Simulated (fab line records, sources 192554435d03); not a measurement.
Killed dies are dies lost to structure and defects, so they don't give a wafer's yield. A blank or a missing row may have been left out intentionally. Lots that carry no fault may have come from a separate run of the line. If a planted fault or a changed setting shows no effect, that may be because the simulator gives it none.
Split-lot trial	flow n5_finfet	21 wafers read from 7 lots, route of 1938 steps

== THE SPLIT ==
At N5_BEOL_M8_EXPOSE_25 (exposes mask V7, target cd 40 nm), the setting dose_mj was moved away from the recipe's 42.5 on 7 of the 21 wafers read, by -5.9% to +4.6%. The other wafers ran this setting at the recipe's value.

== FROM THE SPLIT TO THE READING: what the file shows between them, 6 steps ==
- N5_BEOL_M8_PEB_26: peb time 60 s
- N5_BEOL_M8_DEVELOP_27: develop time 30 s
- N5_BEOL_M8_DESCUM_33: chemistry O2, time 7 s
- N5_BEOL_M8_ETCH_72: etches underlayer in N2/H2, target depth 6.5 nm, time 5.2 s
- N5_BEOL_M8_ETCH_65: etches SiARC in CF4, target depth 15.6 nm, time 26 s
- N5_BEOL_M8_ETCH_66: etches SOC in N2/H2, target depth 80 nm, overetch 16 nm, time 120 s

== THE READING ==
BEOL_M8.cd_nm (the simulator's own value, which no gauge read), in nm, at N5_BEOL_M8_VIA_ETCH_34 (etches SiCOH lowk in C4F6/O2, target depth 125.5 nm, time 50.5 s). The file does not state a usual value for it. Average 40.0 nm, standard deviation 0.26 nm, over the 14 wafers here run with the recipe.

wafer	tool, chamber at the split	dose_mj as run	against the recipe	BEOL_M8.cd_nm, nm	against lot-mates on the recipe
L075.1	euv_scanner-01, 0	43.62	+2.6%	41	no lot-mate on the recipe
L075.3	euv_scanner-01, 0	43.62	+2.6%	40.8	no lot-mate on the recipe
L075.6	euv_scanner-01, 0	43.62	+2.6%	40.4	no lot-mate on the recipe
L082.2	euv_scanner-02, 0	42.5	recipe	39.8	-
L082.4	euv_scanner-02, 0	42.5	recipe	39.6	-
L082.6	euv_scanner-02, 0	40.01	-5.9%	38	-1.7
L080.1	euv_scanner-02, 0	42.5	recipe	39.8	-
L080.2	euv_scanner-02, 0	42.5	recipe	40	-
L080.4	euv_scanner-02, 0	42.5	recipe	40.2	-
L091.2	euv_scanner-02, 0	42.5	recipe	39.8	-
L091.3	euv_scanner-02, 0	44.47	+4.6%	41.6	+1.8
L091.4	euv_scanner-02, 0	44.47	+4.6%	40.8	+1.0
L097.1	euv_scanner-02, 0	42.5	recipe	40.6	-
L097.2	euv_scanner-02, 0	43.71	+2.8%	41	+0.8
L097.3	euv_scanner-02, 0	42.5	recipe	39.8	-
L096.1	euv_scanner-01, 0	42.5	recipe	40	-
L096.4	euv_scanner-01, 0	42.5	recipe	40	-
L096.5	euv_scanner-01, 0	42.5	recipe	40.2	-
L095.2	euv_scanner-02, 0	42.5	recipe	40.4	-
L095.3	euv_scanner-02, 0	42.5	recipe	40	-
L095.4	euv_scanner-02, 0	42.5	recipe	40.2	-

FIT RESULTS
A straight line over all 21 wafers: BEOL_M8.cd_nm changes by +0.298 nm for each +1% of dose_mj; r = +0.92; the points scatter about the line by 0.29 nm.
The same after taking each lot's own level away (the mean of its wafers on the recipe; 18 wafers): +0.295 nm for each +1%; r = +0.95; scatter 0.23 nm.
That fit puts the effect of the largest move of dose_mj on the reading at 1.7 nm.
The lots' own levels span 39.70 to 40.20 nm, that is 1.9 times the standard deviation above.
The two slopes are in agreement: the lot-to-lot level therefore moves the slope only a little.
Check: -1.75 nm against its lot-mates is what the line predicts for one of the wafers moved furthest among these (-5.9%) when that wafer is left out of the fit. It came out at -1.7 nm against them.

== THE WHOLE CHAIN: every reading that the file lists as answering this split, in the file's order ==
step	what it does	reading	change (the file's fit)	r (the file's)
N5_BEOL_M8_DESCUM_33	chemistry O2, time 7 s	BEOL_M8.cd_nm (the simulator's own value, which no gauge read)	+0.236 nm for each +1% of the setting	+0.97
N5_BEOL_M8_ETCH_72	etches underlayer in N2/H2, target depth 6.5 nm, time 5.2 s	BEOL_M8.cd_nm (the simulator's own value, which no gauge read)	+0.234 nm for each +1% of the setting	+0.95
N5_BEOL_M8_ETCH_66	etches SOC in N2/H2, target depth 80 nm, overetch 16 nm, time 120 s	BEOL_M8.cd_nm (the simulator's own value, which no gauge read)	+0.267 nm for each +1% of the setting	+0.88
N5_BEOL_M8_VIA_ETCH_34	etches SiCOH lowk in C4F6/O2, target depth 125.5 nm, time 50.5 s	BEOL_M8.cd_nm (the simulator's own value, which no gauge read)	+0.293 nm for each +1% of the setting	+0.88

== THE FILE'S OWN FIT ==
BEOL_M8.cd_nm changes by +0.293 nm for each +1% of dose_mj, r = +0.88.
